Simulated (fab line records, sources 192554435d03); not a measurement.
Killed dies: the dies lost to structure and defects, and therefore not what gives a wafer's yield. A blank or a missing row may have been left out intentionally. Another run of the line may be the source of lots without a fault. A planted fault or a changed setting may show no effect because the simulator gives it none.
fab line records | flow n5-finfet
record lots=5 wafers=15 last-day=16
route steps=1938 shown BEOL_M8@1392 BEOL_M9@1401 PASSIVATION@1936
lots that met no fault: taken from a fault-free run of the same line
start-h: the number of hours between the record's first day and the start of the first shown wafer of the lot | wait-h: hours elapsed since this lot's preceding step | " as in the row above | L1.1+2: a single row standing in for several wafers | - no value present, or no start provided | * or withheld: withheld | < > ~ a bound
route shown NAME@n: NAME is a module with steps in the file, n the number in the route of the first one | usual: average and standard deviation across the fault-free wafers | same: alike in all rows | chamber/n: place in a boat | sites: per-site readings | _std_site: standard deviation of those values | _edge_site: inner sites' mean taken away from outer sites' mean | radius-mm: how far each site lies from the wafer's centre | mask NAME#n: copy n | behind: the most recent tool/chamber to have shaped the wafer | hold: why the lot went on hold/how many hours it stayed there/how the hold came to an end | device: whichever transistor did not switch (one of n, p or np) | end of line: the tests these same wafers got at the end of their route | a step given without rows: its recipe and nothing more | killed: not the wafer's yield, but the dies lost to structure and defects at the first sort | map: a wafer's dies, marking killed ones x, the rest . and places with no die _
set.NAME: the run value of the setting; set.NAME@STEP: its run value at that earlier step | model.NAME: the simulator's own value behind a step, which no gauge read
a table for each step, a row for each wafer; lots at some steps of the route
services: from which hour (start-h, from the record's first day; less than 0 if before it) a tool's chamber was out of use, for how many hours, and why
## steps
# step N5_BEOL_M8_SPUTTER_48
# recipe material=Cu target-thk-a=100 temp-c=-20 bias-v=60 power-w=26000 chamber-pressure-pa=0.13 time-s=1.667
# usual throttle-valve-pct=30.3/1.2
# columns lot.wafer tool chamber start-h wait-h throttle-valve-pct
L469.1 pvd-sputter-02 - 224.25 0.3 30.4
L469.3 " - " " 30.6
L469.6 " - " " 30.3
L470.1 pvd-sputter-03 - 229.02 0.2 29.0
L470.2 " - " " 30.1
L470.4 " - " " 32.0
L475.2 pvd-sputter-03 - 260.14 0.1 32.9
L475.4 " - " " 28.9
L475.6 " - " " 30.2
L485.1 pvd-sputter-03 - 314.46 0.2 32.0
L485.2 " - " " 28.9
L485.3 " - " " 32.8
L488.4 pvd-sputter-02 - 318.97 0.0 30.3
L488.5 " - " " 30.6
L488.6 " - " " 30.7
# step N5_BEOL_M8_ECD_50
# recipe material=Cu target-thk-a=3000
# step N5_BEOL_M8_ANNEAL_51
# recipe temp-c=225 time-s=90 ambient=N2
# usual wafer_temp_C_max=225.67/0.24
# columns lot.wafer tool chamber start-h wait-h wafer_temp_C_max
L469.1 rtp-anneal-02 0 224.97 0.6 225.70
L469.3 " 0 " " 225.97
L469.6 " 0 " " 225.53
L470.1 rtp-anneal-02 0 229.23 0.1 225.95
L470.2 " 0 " " 225.91
L470.4 " 0 " " 225.84
L475.2 rtp-anneal-02 0 260.69 0.4 225.73
L475.4 " 0 " " 226.05
L475.6 " 0 " " 226.03
L485.1 rtp-anneal-01 0 314.67 0.1 225.56
L485.2 " 0 " " 225.50
L485.3 " 0 " " 225.47
L488.4 rtp-anneal-01 0 319.34 0.2 225.82
L488.5 " 0 " " 225.45
L488.6 " 0 " " 225.65
# step N5_BEOL_M8_CMP_52
# recipe stop-on=SiCOH_lowk t-overpolish-s=6.9 down-force-psi=1 platen-rpm=50 clearing-platen-down-force-psi=1.5 clearing-platen-rpm=50 post-cmp-clean=cu-alkaline target-thk-nm=80 clearing-platen-pad-velocity-m-s=0.99484 pad-velocity-m-s=0.99484
# step N5_BEOL_M8_THK_MEAS_53
# recipe thk-meas-gauge=xrf reads=Cu_of_BEOL_M8_ECD_50
# usual M8_THK=79.6/1.7
# columns lot.wafer tool chamber start-h wait-h M8_THK[nm]
L469.1 film-metro-02 - 225.69 - 81.1
L469.3 " - " " 76.3
L469.6 " - " " 79.0
L470.1 film-metro-02 - 229.82 - 81.3
L470.2 " - " " 80.1
L470.4 " - " " 79.6
L475.2 film-metro-02 - 261.26 - 81.0
L475.4 " - " " 79.9
L475.6 " - " " 79.6
L485.1 film-metro-01 - 315.27 - 78.3
L485.2 " - " " 81.2
L485.3 " - " " 79.2
L488.4 film-metro-01 - 319.80 - 78.1
L488.5 " - " " 77.8
L488.6 " - " " 79.0
# step N5_BEOL_M8_PRE_CLEAN_55
# recipe gas=NH3 time-s=15 temp-c=withheld rf-power-w=300
# step N5_BEOL_M8_DEP_56
# recipe material=SiCN target-thk-a=100 temp-c=withheld precursor=3MS/NH3 pressure-torr=3 rf-w=202 time-s=17.5
# usual showerhead-plenum-p-Torr=3.663/0.017 throttle-valve-pct=9.1/0.46
# columns lot.wafer tool chamber start-h wait-h showerhead-plenum-p-Torr throttle-valve-pct
L469.1 pecvd-01 0 225.75 0.0 3.662 8.9
L469.3 " 2 " " 3.648 8.5
L469.6 " 2 " " 3.647 8.4
L470.1 pecvd-02 0 229.90 0.0 3.641 9.1
L470.2 " 1 " " 3.690 9.4
L470.4 " 1 " " 3.678 9.6
L475.2 pecvd-03 1 261.32 0.0 3.669 10.0
L475.4 " 1 " " 3.684 10.3
L475.6 " 0 " " 3.669 9.4
L485.1 pecvd-01 2 315.34 0.0 3.644 8.6
L485.2 " 1 " " 3.687 9.5
L485.3 " 2 " " 3.657 8.7
L488.4 pecvd-02 1 319.88 0.0 3.680 9.6
L488.5 " 2 " " 3.656 8.8
L488.6 " 0 " " 3.644 9.4
# step N5_BEOL_M8_RS_MEAS_57
# recipe thk-meas-gauge=four-point-probe reads=Cu_of_BEOL_M8_ECD_50+Co_of_BEOL_M8_CVD_78+TaN_of_BEOL_M8_ALD_77
# usual M8_RS=0.288/0.0068
# columns lot.wafer tool chamber start-h wait-h M8_RS[ohm/sq]
L469.1 film-metro-02 - 225.82 0.1 0.278
L469.3 " - " " 0.297
L469.6 " - " " 0.286
L470.1 film-metro-02 - 229.98 0.1 0.284
L470.2 " - " " 0.287
L470.4 " - " " 0.291
L475.2 film-metro-02 - 261.39 0.1 0.281
L475.4 " - " " 0.286
L475.6 " - " " 0.289
L485.1 film-metro-02 - 315.43 0.1 0.292
L485.2 " - " " 0.278
L485.3 " - " " 0.288
L488.4 film-metro-01 - 319.93 0.0 0.291
L488.5 " - " " 0.290
L488.6 " - " " 0.288
# step N5_BEOL_M8_INSPECT_58
# recipe inspect-instrument=darkfield mode=post-dep
# usual raw-defect-count=71/20
# columns lot.wafer tool chamber start-h wait-h raw-defect-count
L469.1 defect-inspect-02 - 225.85 0.0 62
L469.3 " - " " 68
L469.6 " - " " 76
L470.1 defect-inspect-01 - 230.01 0.0 49
L470.2 " - " " 44
L470.4 " - " " 54
L475.2 defect-inspect-01 - 261.41 0.0 63
L475.4 " - " " 51
L475.6 " - " " 113
L485.1 defect-inspect-01 - 315.45 0.0 55
L485.2 " - " " 53
L485.3 " - " " 62
L488.4 defect-inspect-01 - 319.96 0.0 85
L488.5 " - " " 73
L488.6 " - " " 51
# step N5_BEOL_M9_ILD_DEP_00
# recipe material=SiCOH_lowk target-thk-a=3085.1 temp-c=300 precursor=DEMS/porogen pressure-torr=5 rf-w=500 time-s=58
# step N5_BEOL_M9_CURE_71
# recipe temp-c=385 time-s=240 ambient=He/Ar material=SiCOH_lowk
# step N5_BEOL_M9_THK_MEAS_01
# recipe reads=SiCOH_lowk_of_BEOL_M9_ILD_DEP_00
# usual M9_ILD_THK=268/3.2
# columns lot.wafer tool chamber start-h wait-h M9_ILD_THK[nm]
L469.1 film-metro-02 - 226.47 0.4 270
L469.3 " - " " 268
L469.6 " - " " 273
L470.1 film-metro-01 - 230.64 0.4 265
L470.2 " - " " 266
L470.4 " - " " 268
L475.2 film-metro-02 - 262.24 0.4 262
L475.4 " - " " 266
L475.6 " - " " 270
L485.1 film-metro-02 - 316.08 0.4 265
L485.2 " - " " 265
L485.3 " - " " 264
L488.4 film-metro-01 - 320.59 0.2 269
L488.5 " - " " 272
L488.6 " - " " 270
# step N5_BEOL_M9_PECVD_70
# recipe material=SiO2 target-thk-a=200 temp-c=400 precursor=TEOS/O2 pressure-torr=5.5 rf-w=450 teos-flow-sccm=53.8 gas=O2 flow-sccm=3000 time-s=22.7
# usual heater-power-outer-w=424/68 heater-power-w=705/95 showerhead-plenum-p-Torr=8.76/0.063 throttle-valve-pct=21.9/0.99
# columns lot.wafer tool chamber start-h wait-h heater-power-outer-w heater-power-w showerhead-plenum-p-Torr throttle-valve-pct
L469.1 pecvd-01 2 226.51 0.0 394 660 8.65 21.4
L469.3 " 0 " " 484 731 8.72 22.3
L469.6 " 1 " " 364 608 8.90 23.0
L470.1 pecvd-04 0 230.67 0.0 347 629 8.73 21.9
L470.2 " 1 " " 440 775 8.73 21.1
L470.4 " 2 " " 569 871 8.74 21.2
L475.2 pecvd-04 0 262.28 0.0 388 658 8.73 21.7
L475.4 " 2 " " 558 917 8.74 21.2
L475.6 " 1 " " 457 757 8.76 21.0
L485.1 pecvd-03 1 316.12 0.0 493 753 8.82 24.7
L485.2 " 0 " " 478 812 8.82 22.9
L485.3 " 2 " " 407 767 8.71 20.9
L488.4 pecvd-01 1 320.64 0.1 327 558 8.91 22.6
L488.5 " 0 " " 465 726 8.76 22.2
L488.6 " 2 " " 358 598 8.67 21.3
# step N5_BEOL_M9_HM_DEP_02
# recipe material=TiN target-thk-a=200 temp-c=25 chamber-pressure-pa=0.49996
# usual throttle-valve-pct=30.2/1.1
# columns lot.wafer tool chamber start-h wait-h throttle-valve-pct
L469.1 pvd-sputter-02 - 227.19 0.7 30.6
L469.3 " - " " 30.3
L469.6 " - " " 30.7
L470.1 pvd-sputter-01 - 231.71 1.0 30.2
L470.2 " - " " 29.2
L470.4 " - " " 30.0
L475.2 pvd-sputter-01 - 262.69 0.4 29.4
L475.4 " - " " 30.2
L475.6 " - " " 30.2
L485.1 pvd-sputter-01 - 316.83 0.7 29.9
L485.2 " - " " 30.2
L485.3 " - " " 30.1
L488.4 pvd-sputter-03 - 320.68 0.0 29.2
L488.5 " - " " 32.9
L488.6 " - " " 30.2
# step N5_BEOL_M9_COAT_59
# recipe resist=SOC temp-c=250 time-s=60 spin-rpm=1500 resist-thk-nm=100
# step N5_BEOL_M9_COAT_60
# recipe resist=SiARC temp-c=220 time-s=60 spin-rpm=1500 resist-thk-nm=30
# step N5_BEOL_M9_COAT_05
# recipe resist=CAR-ArF spin-rpm=1500 resist-thk-nm=90
# step N5_BEOL_M9_EBR_07
# recipe solvent=PGMEA ebr-width-mm=1.5
# step N5_BEOL_M9_SOFTBAKE_06
# recipe temp-c=110 time-s=60 resist=CAR-ArF
# step N5_BEOL_M9_EXPOSE_08
# recipe mask-id=M9 na=1.35 source-shape=dipole sigma-inner=0.411 sigma-outer=0.611 polarization=te dose-mj=53.75
# step N5_BEOL_M9_PEB_09
# recipe peb-temp-c=withheld peb-time-s=60 resist=CAR-ArF
# step N5_BEOL_M9_DEVELOP_10
# recipe develop-time-s=30 developer=TMAH resist=CAR-ArF rinse-liquid=diw dry=air-spin dev-temp-c=23
# step N5_BEOL_M9_CD_MEAS_11
# recipe target-cd-nm=64.1 landing-energy-ev=500 detector=se-inlens polarity=opening
# usual cd-nm=64.0/0.39
# same landing-energy-ev=500
# columns lot.wafer tool chamber start-h wait-h cd-nm
L469.1 cd-sem-01 0 227.69 - 63.8
L469.3 " 0 " " 64.4
L469.6 " 0 " " 64.3
L470.1 cd-sem-02 0 232.20 - 63.7
L470.2 " 0 " " 63.5
L470.4 " 0 " " 63.5
L475.2 cd-sem-01 0 263.20 - 63.8
L475.4 " 0 " " 64.5
L475.6 " 0 " " 64.4
L485.1 cd-sem-02 0 317.33 - 64.2
L485.2 " 0 " " 63.9
L485.3 " 0 " " 63.8
L488.4 cd-sem-03 0 321.05 - 63.2
L488.5 " 0 " " 63.9
L488.6 " 0 " " 63.3
# step N5_BEOL_M9_OVL_MEAS_12
# recipe points-per-wafer=44
# usual M9_OVL=0.1/0.71
# columns lot.wafer tool chamber start-h wait-h M9_OVL[nm]
L469.1 overlay-01 0 227.72 0.0 0.2
L469.3 " 0 " " -0.2
L469.6 " 0 " " -0.7
L470.1 overlay-02 0 232.23 0.0 1.0
L470.2 " 0 " " 1.2
L470.4 " 0 " " 1.4
L475.2 overlay-01 0 263.22 0.0 0.0
L475.4 " 0 " " 0.5
L475.6 " 0 " " 0.1
L485.1 overlay-01 0 317.36 0.0 -0.7
L485.2 " 0 " " 0.4
L485.3 " 0 " " 0.7
L488.4 overlay-02 0 321.09 0.0 0.4
L488.5 " 0 " " -0.4
L488.6 " 0 " " -0.7
# step N5_BEOL_M9_INSPECT_13
# recipe mode=adi inspect-instrument=brightfield
# usual raw-defect-count=404/86
# columns lot.wafer tool chamber start-h wait-h raw-defect-count
L469.1 defect-inspect-02 - 227.74 0.0 408
L469.3 " - " " 426
L469.6 " - " " 486
L470.1 defect-inspect-02 - 232.26 0.0 267
L470.2 " - " " 282
L470.4 " - " " 301
L475.2 defect-inspect-02 - 263.25 0.0 430
L475.4 " - " " 368
L475.6 " - " " 670
L485.1 defect-inspect-01 - 317.38 0.0 285
L485.2 " - " " 347
L485.3 " - " " 455
L488.4 defect-inspect-02 - 321.11 0.0 435
L488.5 " - " " 473
L488.6 " - " " 307
# step N5_BEOL_M9_DESCUM_16
# recipe chemistry=O2 time-s=7.9 source-power-w=50 bias-power-w=20 pressure-mtorr=20 rf-frequency-hz=2.712e+07 temp-c=40 resist=CAR-ArF o2-flow-sccm=225
# usual drypump-motor-current-A=5.7/0.44 oes-product-au=0.79/0.068 rf-vpp-V=243.4/1.4 showerhead-plenum-p-Torr=2.10/0.082 throttle-valve-pct=20.42/0.19
# columns lot.wafer tool chamber start-h wait-h drypump-motor-current-A oes-product-au rf-hours-counter-h rf-vpp-V showerhead-plenum-p-Torr throttle-valve-pct
L469.1 rie-diel-04 2 227.78 0.0 4.7 0.72 195 242.2 2.16 20.22
L469.3 " 3 " " 6.0 0.73 172 241.5 1.99 20.37
L469.6 " 2 " " 4.7 0.72 - 243.5 2.16 20.20
L470.1 rie-diel-05 3 232.46 0.2 5.4 0.69 246 243.5 2.06 20.33
L470.2 " 1 " " 5.3 0.85 70 244.3 2.21 20.24
L470.4 " 0 " " 6.4 0.84 64 242.7 2.04 20.66
L475.2 rie-diel-04 0 263.35 0.1 6.3 0.72 201 242.3 2.08 20.41
L475.4 " 2 " " 4.8 0.71 205 243.0 2.16 20.25
L475.6 " 0 " " 6.3 0.72 - 244.2 2.08 20.41
L485.1 rie-diel-05 3 317.41 0.0 5.3 0.93 17 241.8 2.05 20.00
L485.2 " 0 " " 6.3 0.81 96 242.2 2.03 20.72
L485.3 " 2 " " 5.4 0.81 116 244.0 2.20 20.42
L488.4 rie-diel-05 3 321.84 0.7 5.3 0.93 19 242.8 2.05 19.99
L488.5 " 1 " " 5.3 0.81 - 245.0 2.20 20.27
L488.6 " 2 " " 5.4 0.81 - 244.8 2.20 20.41
# step N5_PASSIVATION_PROBE_49
# usual defect-limited-yield=91.2/1.4 killed_at_M0_to_M3=34/9.4 killed_at_M4_up=13/5.8 killed-at-contacts=13/6.4 killed-at-front-end=41/11 killed-at-other=3.1/2.3 killed-dies=103/16 killed-open=69/12 killed-short=33/7.8 sort_bin_5_function=5.1/0.91 sort_bin_6_memory=3.3/0.63 sort-n-pass=1077/16 sort-yield-pct=91.2/1.4
# same gross-dies=1180 killed-at-back-side=0 sort_bin_4_leakage[%]=0 sort_bin_8_speed[%]=0
# columns lot.wafer tool chamber start-h wait-h defect-limited-yield[%] killed_at_M0_to_M3 killed_at_M4_up killed-at-contacts killed-at-front-end killed-at-other killed-dies killed-open killed-short sort_bin_5_function[%] sort_bin_6_memory[%] sort-n-pass sort-yield-pct[%]
L469.1 prober-02 - 283.78 0.0 90.9 31 7 20 48 1 107 74 33 5.4 3.2 1073 90.9
L469.3 prober-02 - 283.88 0.1 90.0 42 15 6 50 5 118 77 41 5.8 3.7 1062 90.0
L469.6 prober-02 - 284.03 0.3 91.8 25 8 22 41 1 97 62 32 4.9 2.9 1083 91.8
L470.1 prober-01 - 289.37 0.0 91.6 36 13 10 38 2 99 55 44 4.4 3.6 1081 91.6
L470.2 prober-01 - 289.42 0.1 89.3 39 29 25 29 4 126 90 35 7.0 3.2 1054 89.3
L470.4 prober-01 - 289.52 0.2 88.9 39 13 21 54 4 131 88 43 6.9 3.9 1049 88.9
L475.2 prober-01 - 320.40 0.1 91.0 35 5 16 49 1 106 68 38 5.7 3.0 1074 91.0
L475.4 prober-01 - 320.50 0.2 91.3 39 5 14 43 2 103 67 36 5.7 2.7 1077 91.3
L475.6 prober-01 - 320.60 0.3 85.3 38 95 6 34 1 174 45 36 9.3 3.8 1006 85.3
L485.1 prober-01 - 374.02 0.0 93.1 42 9 7 21 3 82 48 32 4.0 2.5 1098 93.1
L485.2 prober-01 - 374.07 0.1 93.9 22 14 9 19 8 72 51 20 3.1 2.6 1108 93.9
L485.3 prober-01 - 374.12 0.1 93.5 29 16 10 17 5 77 46 31 2.9 3.3 1103 93.5
L488.4 prober-01 - 380.18 0.2 90.6 40 16 10 45 0 111 72 35 5.3 3.6 1069 90.6
L488.5 prober-01 - 380.23 0.2 87.1 54 16 21 58 3 152 95 56 7.4 5.3 1028 87.1
L488.6 prober-01 - 380.28 0.3 88.7 65 9 14 42 3 133 87 42 6.6 3.9 1047 88.7
# killed by level:class
L469.1 MOL_CONTACT_COAG:geometric-particle:open=12 FIN_SAQP:geometric-particle:open=11 MOL_CONTACT_COAG:geometric-particle:short=8 STI_FIN_REVEAL:geometric-particle:open=7 GATE_CUT:geometric-particle:short=7 BEOL_M2:geometric-particle:open=7 BEOL_M1:geometric-particle:open=7 FIN_SAQP:geometric-particle:short=5
L469.3 STI_FIN_REVEAL:geometric-particle:open=15 BEOL_M0_SAQP:geometric-particle:open=12 BEOL_M2:geometric-particle:open=8 FIN_SAQP:geometric-particle:short=7 ILD0:geometric-particle:short=7 BEOL_M0_SAQP:geometric-particle:short=6 FIN_SAQP:geometric-particle:open=5 STI_FIN_REVEAL:geometric-particle:short=5
L469.6 MOL_CONTACT_COAG:geometric-particle:open=15 FIN_SAQP:geometric-particle:open=12 MOL_CONTACT_COAG:geometric-particle:short=7 STI_FIN_REVEAL:geometric-particle:open=6 BEOL_M0_SAQP:geometric-particle:open=6 BEOL_M1:geometric-particle:open=5 BEOL_M0_SAQP:geometric-particle:short=4 STARTING-WAFER:geometric-particle:open=4
L470.1 BEOL_M0_SAQP:geometric-particle:short=13 BEOL_M0_SAQP:geometric-particle:open=9 FIN_SAQP:geometric-particle:open=8 DUMMY_GATE:geometric-particle:open=7 FIN_SAQP:geometric-particle:short=6 MOL_CONTACT_COAG:geometric-particle:open=6 BEOL_M4:geometric-particle:open=6 STARTING-WAFER:geometric-particle:open=5
L470.2 MOL_CONTACT_COAG:geometric-particle:open=22 BEOL_M4:geometric-particle:open=20 BEOL_M0_SAQP:geometric-particle:open=17 FIN_SAQP:geometric-particle:short=9 BEOL_M0_SAQP:geometric-particle:short=9 BEOL_M3:geometric-particle:open=6 DUMMY_GATE:geometric-particle:open=4 STARTING-WAFER:geometric-particle:open=4
L470.4 FIN_SAQP:geometric-particle:open=21 MOL_CONTACT_COAG:geometric-particle:open=14 DUMMY_GATE:geometric-particle:open=12 BEOL_M0_SAQP:geometric-particle:open=11 BEOL_M0_SAQP:geometric-particle:short=11 MOL_CONTACT_COAG:geometric-particle:short=7 FIN_SAQP:geometric-particle:short=6 BEOL_M2:geometric-particle:open=5
L475.2 STI_FIN_REVEAL:geometric-particle:open=14 MOL_CONTACT_COAG:geometric-particle:open=13 FIN_SAQP:geometric-particle:short=9 BEOL_M3:geometric-particle:open=8 FIN_SAQP:geometric-particle:open=7 BEOL_M0_SAQP:geometric-particle:open=7 STARTING-WAFER:geometric-particle:short=7 BEOL_M2:geometric-particle:open=6
L475.4 STI_FIN_REVEAL:geometric-particle:open=16 BEOL_M2:geometric-particle:open=11 MOL_CONTACT_COAG:geometric-particle:open=9 BEOL_M0_SAQP:geometric-particle:short=8 FIN_SAQP:geometric-particle:short=6 DUMMY_GATE:geometric-particle:open=5 MOL_CONTACT_COAG:geometric-particle:short=5 GATE_CUT:geometric-particle:open=4
L475.6 BEOL_M9:unspecified=91 FIN_SAQP:geometric-particle:short=9 BEOL_M1:geometric-particle:open=8 BEOL_M2:geometric-particle:open=8 STI_FIN_REVEAL:geometric-particle:open=6 BEOL_M0_SAQP:geometric-particle:open=5 BEOL_M2:geometric-particle:short=5 STI_FIN_REVEAL:geometric-particle:short=4
L485.1 BEOL_M0_SAQP:geometric-particle:short=8 MOL_CONTACT_COAG:geometric-particle:open=7 BEOL_M0_SAQP:geometric-particle:open=7 BEOL_M3:geometric-particle:short=7 BEOL_M1:geometric-particle:open=6 BEOL_M3:geometric-particle:open=6 STI_FIN_REVEAL:geometric-particle:open=5 STARTING-WAFER:geometric-particle:open=4
L485.2 BEOL_M4:geometric-particle:open=8 MOL_CONTACT_COAG:geometric-particle:open=7 BEOL_M3:geometric-particle:open=7 STI_FIN_REVEAL:geometric-particle:open=6 BEOL_M0_SAQP:geometric-particle:short=5 BEOL_M3:geometric-particle:short=4 BEOL_M5:geometric-particle:open=3 FIN_SAQP:geometric-particle:open=2
L485.3 BEOL_M3:geometric-particle:open=8 MOL_CONTACT_COAG:geometric-particle:open=7 STI_FIN_REVEAL:geometric-particle:open=5 BEOL_M0_SAQP:geometric-particle:short=5 BEOL_M4:geometric-particle:open=5 BEOL_M4:geometric-particle:short=5 BEOL_M2:geometric-particle:short=4 GATE_CUT:geometric-particle:short=3
L488.4 BEOL_M2:geometric-particle:open=9 BEOL_M4:geometric-particle:open=8 FIN_SAQP:geometric-particle:short=7 STI_FIN_REVEAL:geometric-particle:open=7 BEOL_M3:geometric-particle:open=7 MOL_CONTACT_COAG:geometric-particle:open=6 DUMMY_GATE:geometric-particle:open=6 BEOL_M0_SAQP:geometric-particle:short=6
L488.5 MOL_CONTACT_COAG:geometric-particle:open=17 FIN_SAQP:geometric-particle:short=16 FIN_SAQP:geometric-particle:open=12 BEOL_M0_SAQP:geometric-particle:short=12 BEOL_M3:geometric-particle:open=12 BEOL_M1:geometric-particle:open=10 BEOL_M0_SAQP:geometric-particle:open=9 STI_FIN_REVEAL:geometric-particle:open=7
L488.6 BEOL_M0_SAQP:geometric-particle:short=19 BEOL_M0_SAQP:geometric-particle:open=17 MOL_CONTACT_COAG:geometric-particle:open=14 STI_FIN_REVEAL:geometric-particle:open=10 BEOL_M3:geometric-particle:open=10 BEOL_M1:geometric-particle:open=6 BEOL_M0:geometric-particle:open=6 BEOL_M4:geometric-particle:open=5
# map L475.6 (x killed, . not)
_________________............________________
______________..xx.............._____________
___________.........x..............__________
__________....x....x............x..._________
________.........x......xx............_______
_______.x.....x........................______
______............x....................._____
_____.............................x.....x____
____...........x..........................___
___x..............x......x.x.....x.........__
___.......x.....xx...............x.........__
__.........................................._
__...........................x...x.........._
_..........xx................................
_...............x.....x..................x...
_...x......x.....x...............x...........
_x.........xx.......x....x...........x....x..
_........x...........x.......................
_..............xxxxxxx................x......
_...............xx.x.x.x.x......x..x..x......
_.......xx...x.xxxxxxxxxx..........x.........
__.....x....xxxxxxxxxxxx.x...........x....x._
__...........x.xxxxxxxxxx.......xx.........._
___......x...xxxxxxxxxxxxxx................__
___...x.......x.xxxxxx.xxx.....x......x....__
____......xx.xx.x.xxx.xx...x...x..........___
_____...........xxxx.xxx...............x.____
______........xxxxx..x.x................_____
_______..........x..x..................______
________.x....................x.xx..x._______
__________............x..x..x....x.._________
___________.............x..........__________
______________...x..x..........._____________
_________________........x...________________
# map L470.4 (x killed, . not)
_________________...x....x...________________
______________.................._____________
___________........x..xxxx.........__________
__________............x....x........_________
________...x......x..................x_______
_______......x......x.x...........xx...______
______...x..............x.x............._____
_____....xx.x....x..x...........x........____
____..x.........x....xx..............x....___
___............x.......xx............x.....__
___...x...x....x...x.........x.....x.x.....__
__.......x.........x..xx.........x.........._
__.....xx.x.x..........x.....x..........x.x._
_x........x..x...............................
_.....x.......xxx........xx...x...x..........
_x.........x...x..........................x..
_..x....xx...........x........xx.............
_..x........................x................
_..x..........x........................x.....
_..............xx.......x..............xx....
_................x.....x...x...x....x........
__...x.x..x..........xx.x....x.............._
__...............xxx........x..............._
___...............x...x.........x.x........__
___..x....................x........x...x...__
____.......x........x......x..............___
_____..x............x....................____
______........x.....x..................x_____
_______................x..x............______
________..........x.............x....._______
__________.............xx........x.._________
___________............x.x.....x...__________
______________....x.......x....._____________
_________________.x..........________________
## services
# columns tool chamber start-h hours kind
pecvd-02 2 202.38 - clean
pecvd-02 2 202.38 - consumable-replace:showerhead
pecvd-02 2 202.38 29.0 scheduled-down
pecvd-02 2 202.38 29.0 vent-cycle
pecvd-03 - 204.38 14.6 pm
rie-diel-04 3 210.71 1.6 repair
pecvd-02 0 222.07 5.5 scheduled-down
pecvd-02 - 227.83 0.8 repair
pecvd-04 2 239.49 10.0 repair
rie-diel-05 3 242.10 - clean
rie-diel-05 3 242.10 - consumable-replace:focus-ring
rie-diel-05 3 242.10 27.1 scheduled-down
rie-diel-05 3 242.10 27.1 vent-cycle
rie-diel-05 1 245.40 1.7 repair
pecvd-04 2 249.51 2.1 scheduled-down
pecvd-03 2 250.98 2.1 scheduled-down
pecvd-02 1 254.31 5.5 scheduled-down
rie-diel-04 2 270.32 2.7 repair
pecvd-01 1 273.93 5.5 scheduled-down
pecvd-03 - 275.77 0.4 repair
pecvd-03 - 280.65 5.5 pm
rie-diel-04 2 293.38 3.7 repair
pecvd-01 0 308.57 10.3 repair
## key
first-sign step=N5_BEOL_M9_INSPECT_13 reading=raw-defect-count direction=up sigmas=3.1 usual=404 struck=670
effect step=N5_PASSIVATION_PROBE_49 reading=killed_at_M4_up direction=up sigmas=14 usual=13 struck=95
more-kills-born-at N5_BEOL_M9_PECVD_70@pecvd-04=91
met-at N5_BEOL_M9_PECVD_70
struck-wafers L475.6
onset-between 230.67 262.28
fault kind=chamber-particle-source tool=pecvd-04 chamber=1 onset-h=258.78 steps=N5_BEOL_M9_PECVD_70 rate-per-visit-cm2=0.37672 end-h=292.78
